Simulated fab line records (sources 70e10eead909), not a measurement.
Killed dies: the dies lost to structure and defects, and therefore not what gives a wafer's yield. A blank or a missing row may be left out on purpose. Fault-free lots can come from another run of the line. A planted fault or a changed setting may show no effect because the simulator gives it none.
Matching of chambers || flow nandHarc || NHARC_A_STAIRCASE_DESCUM_219 on rieDiel-07 has 4 sister chambers
The step chemistry O2, time 3 s. 7 wafers are shown with their chamber, then 7 later ones without.

== WAFERS PAIRED WITH THEIR CHAMBERS ==
{"wafer": "L387.4", "chamber": 0, "showerheadPlenumPTorr (Torr)": 2.08, "drypumpMotorCurrentA (A)": 4.7}
{"wafer": "L398.5", "chamber": 3, "showerheadPlenumPTorr (Torr)": 1.79, "drypumpMotorCurrentA (A)": 5.8}
{"wafer": "L398.6", "chamber": 2, "showerheadPlenumPTorr (Torr)": 1.93, "drypumpMotorCurrentA (A)": 5.1}
{"wafer": "L402.4", "chamber": 1, "showerheadPlenumPTorr (Torr)": 1.94, "drypumpMotorCurrentA (A)": 4.8}
{"wafer": "L402.5", "chamber": 2, "showerheadPlenumPTorr (Torr)": 1.92, "drypumpMotorCurrentA (A)": 5.0}
{"wafer": "L406.2", "chamber": 1, "showerheadPlenumPTorr (Torr)": 1.93, "drypumpMotorCurrentA (A)": 4.8}
{"wafer": "L406.3", "chamber": 3, "showerheadPlenumPTorr (Torr)": 1.79, "drypumpMotorCurrentA (A)": 5.8}

== WAFERS MISSING THEIR CHAMBER ==
{"wafer": "L406.6", "showerheadPlenumPTorr (Torr)": 1.93, "drypumpMotorCurrentA (A)": 4.8}
{"wafer": "L407.3", "showerheadPlenumPTorr (Torr)": 1.93, "drypumpMotorCurrentA (A)": 4.7}
{"wafer": "L407.5", "showerheadPlenumPTorr (Torr)": 2.06, "drypumpMotorCurrentA (A)": 4.7}
{"wafer": "L407.6", "showerheadPlenumPTorr (Torr)": 1.79, "drypumpMotorCurrentA (A)": 5.8}
{"wafer": "L409.1", "showerheadPlenumPTorr (Torr)": 1.92, "drypumpMotorCurrentA (A)": 5.1}
{"wafer": "L409.2", "showerheadPlenumPTorr (Torr)": 1.78, "drypumpMotorCurrentA (A)": 5.8}
{"wafer": "L409.4", "showerheadPlenumPTorr (Torr)": 1.93, "drypumpMotorCurrentA (A)": 4.8}

== EACH ONE'S CHAMBER ==
{"wafer": "L406.6", "from the rows above": 1, "in truth": 1}
{"wafer": "L407.3", "from the rows above": 1, "in truth": 1}
{"wafer": "L407.5", "from the rows above": 0, "in truth": 0}
{"wafer": "L407.6", "from the rows above": 3, "in truth": 3}
{"wafer": "L409.1", "from the rows above": 2, "in truth": 2}
{"wafer": "L409.2", "from the rows above": 3, "in truth": 3}
{"wafer": "L409.4", "from the rows above": 1, "in truth": 1}
Correctly placed: 7 of 7. Left unplaced by these rows: 0. Placed wrongly: 0.
How it was worked out, from the rows above alone: a wafer's distance from a chamber is the root of the sum, over the readings, of the square of ((its reading less the chamber's mean) divided by the reading's scatter). If the next closest chamber is less than 2 further off than the closest, the wafer can't be placed; otherwise it belongs to the closest. For every chamber, the mean is computed from those of its wafers that are shown. The scatter: the root of (the sum of the squares of (reading less its chamber's mean) over the shown wafers, divided by (wafers less chambers)).
